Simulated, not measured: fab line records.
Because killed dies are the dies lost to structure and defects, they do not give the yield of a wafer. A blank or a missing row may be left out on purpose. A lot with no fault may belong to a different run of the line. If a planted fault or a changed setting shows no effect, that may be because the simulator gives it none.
A lot that was struck, set against a sound lot + flow n5_finfet + 39 steps out of a route of 1938
Sound: wafers L467.1, L467.2, L467.4. Struck: wafers L463.2, L463.5, L463.6. The cause is named last.
Each step with rows lists, per side, the tool, then ch with its chambers, then its first start. Under that, the readings that differ: sound wafers + struck wafers + difference of the means + sigmas: that difference in standard deviations of wafers without a fault.
alike: words and numbers the same on both sides, and readings whose means are apart by under 2 such deviations; not compared: readings that were withheld, readings missing a value for some wafer, numbers with overlapping values and no deviation given by the record, and bounds like >300 which may hide the same value.
The two part at a step that has a row with sigmas, a row that says differs or no value, or rows on one side only. Numbers that have no deviation but don't overlap get no sigmas and don't part them. Lack of a reading on every wafer of one side parts them only where that side has two or more wafers.

first, 9 steps without rows for these wafers: N5_BEOL_M4_ANNEAL_95 (time 240 s); N5_BEOL_M4_SPUTTER_96 (material Cu, target thk 4.5 nm, time 8.29 s); N5_BEOL_M4_ECD_50 (material Cu, target thk 300 nm); N5_BEOL_M4_ANNEAL_51 (time 90 s); N5_BEOL_M4_CMP_52 (polishes, stops on SiOC, t overpolish 6.8 s, target thk 40 nm); N5_BEOL_M4_PRE_CLEAN_60 (time 15 s); N5_BEOL_M4_CO_CAP_55 (material Co, precursor CCTBA/H2, target thk 2 nm, time 102.1 s); N5_BEOL_M4_PRE_CLEAN_56 (time 15 s); N5_BEOL_M4_DEP_57 (deposits SiCN from 3MS/NH3, target thk 8 nm, time 14 s).
N5_BEOL_M4_RC_MEAS_101:
  sound on prober-02 ch 0, day 14 05:03; struck on prober-02 ch 0, day 13 18:16
  alike: DIBL_N, DIBL_P, IOFF_N, IOFF_P, ION_N, ION_P, SS_N, SS_P, VT_N, VT_P
then, 24 steps without rows for these wafers: N5_BEOL_M5_ILD_DEP_00 (deposits SiCOH lowk from DEMS/porogen, target thk 140.64 nm, time 25.9 s); N5_BEOL_M5_CURE_79 (cures SiCOH lowk, time 240 s); N5_BEOL_M5_PECVD_70 (deposits SiO2 from TEOS/O2, target thk 16 nm, time 18 s); N5_BEOL_M5_HM_DEP_02 (deposits TiN, target thk 20 nm); N5_BEOL_M5_COAT_59 (time 60 s, resist thk 60 nm); N5_BEOL_M5_COAT_60 (time 60 s, resist thk 12 nm); N5_BEOL_M5_COAT_71 (time 60 s, resist thk 5 nm); N5_BEOL_M5_COAT_05 (resist thk 30 nm); N5_BEOL_M5_EBR_07; N5_BEOL_M5_SOFTBAKE_06 (time 60 s); N5_BEOL_M5_EXPOSE_08 (exposes mask M5, target cd 28 nm); N5_BEOL_M5_PEB_09 (peb time 60 s); N5_BEOL_M5_DEVELOP_10 (develop time 30 s); N5_BEOL_M5_DESCUM_16 (chemistry O2, time 7 s); N5_BEOL_M5_ETCH_72 (etches underlayer in N2/H2, target depth 6.5 nm, time 5.2 s); N5_BEOL_M5_ETCH_61 (etches SiARC in CF4, target depth 15.6 nm, time 26 s); N5_BEOL_M5_ETCH_62 (etches SOC in N2/H2, target depth 75 nm, overetch 15 nm, time 112.5 s); N5_BEOL_M5_STRIP_63 (strips in N2/H2); N5_BEOL_M5_STRIP_73 (strips in N2/H2); N5_BEOL_M5_STRIP_64 (strips in CF4); N5_BEOL_M5_HM_OPEN_17 (chemistry Cl2/BCl3, target TiN, target depth 20 nm, overetch 6 nm); N5_BEOL_M5_STRIP_19 (strips in O2); N5_BEOL_M5_COAT_65 (time 60 s, resist thk 60 nm); N5_BEOL_M5_COAT_66 (time 60 s, resist thk 12 nm).
-- record jumps: 2 days separate the struck wafers' starts on either side; left off in module BEOL_M5, taken up again in module BEOL_M9, whose first shown step is the route's number 1464 --
N5_BEOL_M9_CMP_52: polishes, stops on SiCOH lowk, t overpolish 7 s, target thk 140 nm.
  sound on cmp-03 ch 0,2,3, day 16 14:47; struck on cmp-01 ch 1,2, day 15 18:58
  no value came back on the struck wafers for any of 7 readings (barrier_field_endpoint_s (s), clearing_platen_down_force_psi (psi) and others); on the sound wafers barrier_field_endpoint_s (s) reads 29.4 29.8 28.4
| reading                                    | sound           | struck        | difference | sigmas |
|--------------------------------------------|-----------------|---------------|------------|--------|
| model.Cu_of_BEOL_M9_ECD_50.thk_nm (nm)     | 140 146.2 150.8 | 319 319.6 317 | +173       |        |
| model.SiO2_of_BEOL_M9_PECVD_70.thk_nm (nm) | 0 0 0           | 19.4 20 20    | +19.8      |        |
N5_BEOL_M9_THK_MEAS_53: measures by xrf.
  sound: film_metro-02 at day 16 15:02; struck: film_metro-01 at day 15 19:16
| reading     | sound       | struck      | difference | sigmas |
|-------------|-------------|-------------|------------|--------|
| M9_THK (nm) | 138 143 148 | 312 312 311 | +169       | +50    |
N5_BEOL_M9_RS_MEAS_57: measures by four-point-probe.
  sound: film_metro-01 at day 16 15:11; struck: film_metro-01 at day 15 19:26
| reading        | sound             | struck            | difference | sigmas |
|----------------|-------------------|-------------------|------------|--------|
| M9_RS (ohm/sq) | 0.151 0.144 0.140 | 0.060 0.060 0.060 | -0.085     | -23    |
N5_BEOL_M9_INSPECT_58: inspects for defects (darkfield).
  sound: defect_inspect-02 at day 16 15:12; struck: defect_inspect-02 at day 15 19:28
| reading          | sound    | struck         | difference | sigmas      |
|------------------|----------|----------------|------------|-------------|
| raw_defect_count | 71 84 77 | 4400 4300 4504 | +4324      | +99 or more |
-- a jump in the record: the struck wafers' starts before and after are 3 days apart (it breaks off in module BEOL_M9 and resumes in module PASSIVATION, where the first step shown is number 1936 of the route) --
N5_PASSIVATION_PROBE_49:
  record: rows for the struck wafers here (prober-01, day 18 08:19), none for the sound ones

## WHERE THEY PART
Earliest at N5_BEOL_M9_CMP_52; latest, in this record, at N5_PASSIVATION_PROBE_49.

WHY: what had been put in by the simulator
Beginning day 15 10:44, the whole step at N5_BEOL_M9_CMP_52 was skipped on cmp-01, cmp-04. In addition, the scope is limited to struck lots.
